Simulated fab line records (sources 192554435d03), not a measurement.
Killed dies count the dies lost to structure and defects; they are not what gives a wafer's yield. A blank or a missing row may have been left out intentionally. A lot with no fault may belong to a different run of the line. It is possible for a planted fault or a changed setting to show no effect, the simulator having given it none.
Chamber matching	flow n5Finfet	4 sister chambers for N5_FIN_SAQP_SPACER2_ETCHBACK_29 on rieDiel-04
The step etches SiO2 in CHF3/O2, target depth 12.2 nm, time 6.1 s. 20 wafers are shown with their chamber, then 10 later ones without.

EACH WAFER AND ITS CHAMBER
wafer	chamber	rfVppV (V)	throttleValvePct (%)	drypumpMotorCurrentA (A)
L074.2	2	531	18.92	6.0
L074.4	3	552	18.84	5.5
L074.6	0	533	18.69	6.1
L075.2	1	524	19.30	6.2
L075.4	2	530	18.92	6.0
L075.5	0	532	18.69	6.1
L076.3	2	529	18.92	5.9
L076.4	3	552	18.85	5.5
L076.5	0	531	18.67	6.1
L083.1	3	552	18.87	5.5
L083.3	1	523	19.31	6.2
L083.5	2	529	18.93	5.9
L085.3	1	525	19.32	6.3
L085.4	0	532	18.72	6.1
L085.6	2	529	18.96	5.9
L086.2	3	552	18.90	5.5
L086.3	2	530	18.95	6.0
L086.5	1	522	19.33	6.2
L088.1	2	530	18.95	5.9
L088.3	1	523	19.33	6.2

SIGNATURES, as means of the wafers listed above
reading	chamber 0	chamber 1	chamber 2	chamber 3	scatter within a chamber
rfVppV	532.00	523.40	529.71	552.00	0.815
throttleValvePct	18.6925	19.3180	18.9357	18.8650	0.0191
drypumpMotorCurrentA	6.100	6.220	5.943	5.500	0.0396
Rule: distance of a wafer from a chamber = root of the sum over the readings of ((wafer's reading minus chamber's mean) / reading's scatter) squared. If the next closest chamber is less than 2 further off than the closest, the wafer can't be placed; otherwise it belongs to the closest. The scatter: take each reading less its chamber's mean, square it, sum over the shown wafers, divide by the number of wafers less the number of chambers, and take the root.

WAFERS WHOSE CHAMBER IS MISSING
wafer	rfVppV (V)	throttleValvePct (%)	drypumpMotorCurrentA (A)
L088.6	530	18.97	5.9
L089.2	529	18.97	5.9
L089.3	522	19.36	6.2
L089.5	530	18.29	6.1
L090.4	531	18.28	6.1
L090.5	529	18.96	5.9
L090.6	552	18.91	5.6
L092.3	529	18.98	5.9
L092.4	530	18.31	6.1
L092.5	530	18.96	5.9

WHICH CHAMBER EACH WENT THROUGH
wafer	from the rows above	in truth
L088.6	2	2
L089.2	2	2
L089.3	1	1
L089.5	0	0
L090.4	0	0
L090.5	2	2
L090.6	3	3
L092.3	2	2
L092.4	0	0
L092.5	2	2
10 of 10 placed correctly. Not placeable from these rows: 0. Placed wrongly: 0.
